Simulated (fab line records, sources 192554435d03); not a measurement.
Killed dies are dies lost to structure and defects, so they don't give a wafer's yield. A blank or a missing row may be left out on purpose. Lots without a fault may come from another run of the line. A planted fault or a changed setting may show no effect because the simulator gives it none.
Chamber matching | flow n5_finfet | N5_GATE_CUT_CMP_61 on cmp-03: 4 sister chambers
The step polishes, stops on SiNx, t overpolish 3 s. 8 wafers are shown with their chamber, then 10 later ones without.

WAFERS WITH THEIR CHAMBER
wafer  | chamber | motor_current_A (A)
L081.3 | 0       | 12.2
L082.1 | 0       | 12.5
L087.3 | 1       | 10.7
L089.4 | 3       | 11.2
L089.5 | 1       | 10.4
L089.6 | 2       | 12.5
L091.1 | 2       | 12.4
L091.4 | 3       | 10.5

WAFERS WITHOUT THEIR CHAMBER
wafer  | motor_current_A (A)
L091.5 | 12.8
L092.1 | 10.2
L092.3 | 12.3
L092.6 | 13.0
L093.2 | 11.1
L093.4 | 12.5
L093.6 | 12.6
L096.1 | 12.5
L096.2 | 10.6
L096.6 | 10.8

WHICH CHAMBER EACH WENT THROUGH
wafer  | from the rows above     | in truth
L091.5 | can't be placed: 2 or 0 | 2
L092.1 | can't be placed: 1 or 3 | 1
L092.3 | can't be placed: 0 or 2 | 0
L092.6 | can't be placed: 2 or 0 | 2
L093.2 | can't be placed: 3 or 1 | 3
L093.4 | can't be placed: 2 or 0 | 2
L093.6 | can't be placed: 2 or 0 | 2
L096.1 | can't be placed: 2 or 0 | 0
L096.2 | can't be placed: 1 or 3 | 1
L096.6 | can't be placed: 3 or 1 | 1
Placed correctly: 0 of 10. Can't be placed from these rows: 10 (the true chamber is among the candidates in 10). Placed wrongly: 0.
How it was worked out, from the rows above alone: a wafer's distance from a chamber is the root of the sum, over the readings, of the square of ((its reading less the chamber's mean) divided by the reading's scatter). The wafer belongs to the nearest chamber; if the next one is less than 2 further off, it can't be placed. A chamber's mean is the mean of its shown wafers. The scatter: the root of (the sum of the squares of (reading less its chamber's mean) over the shown wafers, divided by (wafers less chambers)).
